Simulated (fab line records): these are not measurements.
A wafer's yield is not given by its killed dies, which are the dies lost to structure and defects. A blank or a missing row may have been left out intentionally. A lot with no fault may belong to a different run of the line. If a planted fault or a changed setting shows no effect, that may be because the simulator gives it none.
A lot that was struck, set against a sound lot + flow n5-finfet + 16 out of 1938 route steps
Sound: the wafers L101.1, L101.2, L101.3. Struck: wafer L104.6 (L104.1, L104.5, from the same lot, were not struck and are left out); the cause is given at the end.
Order at every step that has rows: each side's tool, ch and its chambers, its first start. Under that, the readings that differ: sound wafers + struck wafers + difference of the means + sigmas: that difference in standard deviations of wafers without a fault.
alike: readings whose means differ by less than 2 such deviations, and words and numbers that are the same on both sides. not compared: withheld readings, readings that some wafer has no value for, bounds like >300 that may hide the same value, and numbers for which the record gives no deviation and whose values overlap.
A row with sigmas, a row that says differs or no value, or rows on one side alone: a step with any of these is where the two part. Non-overlapping numbers with no deviation appear without sigmas and do not part them. Lack of a reading on every wafer of one side parts them only where that side has two or more wafers.

first, 1 step without rows for these wafers: N5_BEOL_M1_STRIP_36 (strips in N2/H2).
N5_BEOL_M1_TRENCH_ETCH_37: etches SiOC in C4F6/O2, target depth 55.207 nm, time 29 s.
  sound on rie-diel-04 ch 0,1,2; struck on rie-diel-02 ch 1
| reading               | sound          | struck | difference | sigmas |
|-----------------------|----------------|--------|------------|--------|
| oes_ar_750_au (a.u.)  | 0.67 0.88 0.70 | 0.96   | +0.21      | +2     |
| oes-product-au (a.u.) | 0.67 0.90 0.71 | 0.96   | +0.20      | +2     |
  alike: drypump-motor-current-A, rf-vpp-V, showerhead-plenum-p-Torr, throttle-valve-pct
  not compared: rf-hours-counter-h
N5_BEOL_M1_ETCH_41: etches SiCN in CH3F/O2, target depth 31.9 nm, time 57.8 s.
  sound on rie-diel-04 ch 0,1,2; struck on rie-diel-02 ch 1
| reading               | sound          | struck | difference | sigmas |
|-----------------------|----------------|--------|------------|--------|
| oes-product-au (a.u.) | 0.67 0.89 0.71 | 0.97   | +0.21      | +2     |
  alike: drypump-motor-current-A, rf-vpp-V, showerhead-plenum-p-Torr, throttle-valve-pct
  not compared: rf-hours-counter-h
N5_BEOL_M1_STRIP_97: strips in N2/H2, time 10 s.
  sound on rie-diel-04 ch 0,1,2; struck on rie-diel-02 ch 1
| reading               | sound          | struck | difference | sigmas |
|-----------------------|----------------|--------|------------|--------|
| oes-product-au (a.u.) | 0.67 0.89 0.72 | 0.96   | +0.20      | +2     |
  alike: drypump-motor-current-A, rf-vpp-V, showerhead-plenum-p-Torr, throttle-valve-pct
  not compared: rf-hours-counter-h
N5_BEOL_M1_OCD_MEAS_38:
  sound: ocd-01 at day 6 23:59; struck: ocd-02 at day 7 17:45
  alike: trench-depth-nm
then, 4 steps without rows for these wafers: N5_BEOL_M1_HM_STRIP_39 (strips TiN in peroxide tin strip, target depth 25 nm, time 158 s); N5_BEOL_M1_SRD_40 (time 30 s); N5_BEOL_M1_PRECLEAN_42 (cleans in residue remover, time 60 s); N5_BEOL_M1_SRD_43 (time 30 s).
N5_BEOL_M1_CD_MEAS_35: target cd 18 nm, target cd y 21 nm.
  sound: cd-sem-02 at day 7 00:08; struck: cd-sem-01 at day 7 17:55
  alike: cd-nm
N5_BEOL_M1_DEGAS_44: time 60 s.
  sound: pvd-sputter-02 at day 7 00:17; struck: pvd-sputter-02 at day 7 18:05
  alike: heater-power-w
then, 1 step without rows for these wafers: N5_BEOL_M1_PRE_CLEAN_45 (time 30 s).
N5_BEOL_M1_ALD_84: deposits TaN, pulse time 2 s, purge time 3 s, co reactant purge time 2 s.
  sound on ald-metal-01 ch 1,2,3, day 7 00:24; struck on ald-metal-01 ch 3, day 7 18:11
| reading    | sound    | struck | difference | sigmas |
|------------|----------|--------|------------|--------|
| ald-cycles | 30 30 30 | 29     | -1         |        |
  alike: chamber-pressure-Torr, heater-power-outer-w, heater-power-w
N5_BEOL_M1_SURFACE_TREAT_85:
  sound: pvd-sputter-02 at day 7 00:58; struck: pvd-sputter-02 at day 7 18:26
  not compared: pressure-mtorr, throttle-valve-pct
-- record jumps: 2 days separate the struck wafers' starts on either side; left off in module BEOL_M1, taken up again in module BEOL_M4, whose first shown step is the route's number 1111 --
N5_BEOL_M4_RC_MEAS_101:
  sound on prober-02 ch 0, day 9 11:38; struck on prober-02 ch 0, day 10 01:42
| reading       | sound          | struck | difference | sigmas |
|---------------|----------------|--------|------------|--------|
| DIBL_P (mV/V) | 31.6 32.4 36.5 | 38.1   | +4.6       | +3     |
  alike: DIBL_N, IOFF_N, IOFF_P, ION_N, ION_P, SS_N, SS_P, VT_N, VT_P
next, for these wafers, 1 step has no rows: N5_PASSIVATION_PROBE_49.

## WHERE THEY PART
Earliest at N5_BEOL_M1_TRENCH_ETCH_37; latest, in this record, at N5_BEOL_M4_RC_MEAS_101.

WHY: what had been put in by the simulator
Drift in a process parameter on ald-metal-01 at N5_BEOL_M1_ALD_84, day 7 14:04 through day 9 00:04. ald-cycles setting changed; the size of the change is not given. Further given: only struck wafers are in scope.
